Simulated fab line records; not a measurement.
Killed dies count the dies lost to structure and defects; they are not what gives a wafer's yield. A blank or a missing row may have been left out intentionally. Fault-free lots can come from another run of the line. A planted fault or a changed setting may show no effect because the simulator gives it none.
Struck lot and sound lot, side by side :: flow n5Finfet :: 14 steps out of a route of 1938
Sound: these wafers, L433.1, L433.4, L433.6. Struck: wafer L450.3. (L450.2, L450.6 of the same lot were not struck and are left out.) The cause comes at the end.
Per side, at each step with rows, come the tool, then ch with its chambers, and then its first start. Under that, the readings that differ: sound wafers :: struck wafers :: difference of the means :: sigmas: that difference in standard deviations of wafers without a fault.
alike: readings with means less than 2 such deviations apart, plus words and numbers identical on both sides. not compared: withheld readings, readings lacking a value on some wafer, bounds such as >300 that could conceal the same value, and numbers that have no deviation in the record and whose values overlap.
The two part at a step that has a row with sigmas, a row that says differs or no value, or rows on one side only. Numbers that don't overlap but have no deviation are shown without sigmas and don't part them. A reading that every wafer of one side lacks parts them only if that side has two wafers or more.

first, 8 steps without rows for these wafers: N5_BEOL_M9_COAT_64 (time 60 s, resist thk 12 nm); N5_BEOL_M9_COAT_75 (time 60 s, resist thk 5 nm); N5_BEOL_M9_COAT_22 (resist thk 30 nm); N5_BEOL_M9_EBR_24; N5_BEOL_M9_SOFTBAKE_23 (time 60 s); N5_BEOL_M9_EXPOSE_25 (exposes mask V8); N5_BEOL_M9_PEB_26 (peb time 60 s); N5_BEOL_M9_DEVELOP_27 (develop time 30 s).
N5_BEOL_M9_CD_MEAS_28: target cd 70 nm.
  sound on cdSem-02 ch 0, day 10 08:04; struck on cdSem-03 ch 0, day 14 16:36
  alike: cdNm
N5_BEOL_M9_OVL_MEAS_29:
  sound on overlay-02 ch 0, day 10 08:05; struck on overlay-02 ch 0, day 14 16:38
  alike: V8_OVL
N5_BEOL_M9_INSPECT_30: inspects for defects (brightfield).
  sound: defectInspect-01 at day 10 08:08; struck: defectInspect-02 at day 14 16:41
  alike: rawDefectCount
N5_BEOL_M9_DESCUM_33: chemistry O2, time 7 s.
  sound on rieDiel-03 ch 0,2,3, day 10 08:13; struck on rieDiel-01 ch 3, day 14 16:43
reading: rfVppV (V)
sound: 243.0 244.7 245.0
struck: 242.0
difference: -2.2
sigmas: -2
  alike: drypumpMotorCurrentA, oesProductAu, showerheadPlenumPTorr, tempC, throttleValvePct
  not compared: rfHoursCounterH
N5_BEOL_M9_ETCH_76: etches underlayer in N2/H2, target depth 6.5 nm, time 5.2 s.
  sound on rieDiel-03 ch 0,2,3, day 10 08:15; struck on rieDiel-01 ch 3, day 14 16:46
reading: etchRfOnTimeS (s)
sound: 5.27 5.31 5.13
struck: 8.22
difference: +2.98
sigmas: +23

reading: oesProductAu (a.u.)
sound: 0.75 0.63 0.60
struck: 0.47
difference: -0.19
sigmas: -3
  alike: drypumpMotorCurrentA, rfVppV, showerheadPlenumPTorr, throttleValvePct
  not compared: rfHoursCounterH
N5_BEOL_M9_ETCH_65: etches SiARC in CF4, target depth 15.6 nm, time 26 s.
  sound on rieDiel-03 ch 0,2,3, day 10 08:16; struck on rieDiel-01 ch 3, day 14 16:47
  alike: drypumpMotorCurrentA, etchRfOnTimeS, oesProductAu, rfVppV, showerheadPlenumPTorr, throttleValvePct
  not compared: rfHoursCounterH

WHERE THEY PART
Last at N5_BEOL_M9_ETCH_76 as far as this record goes, first at N5_BEOL_M9_DESCUM_33. Later steps at which nothing parts them and some readings are alike: N5_BEOL_M9_ETCH_65.

WHY: what had been put in by the simulator
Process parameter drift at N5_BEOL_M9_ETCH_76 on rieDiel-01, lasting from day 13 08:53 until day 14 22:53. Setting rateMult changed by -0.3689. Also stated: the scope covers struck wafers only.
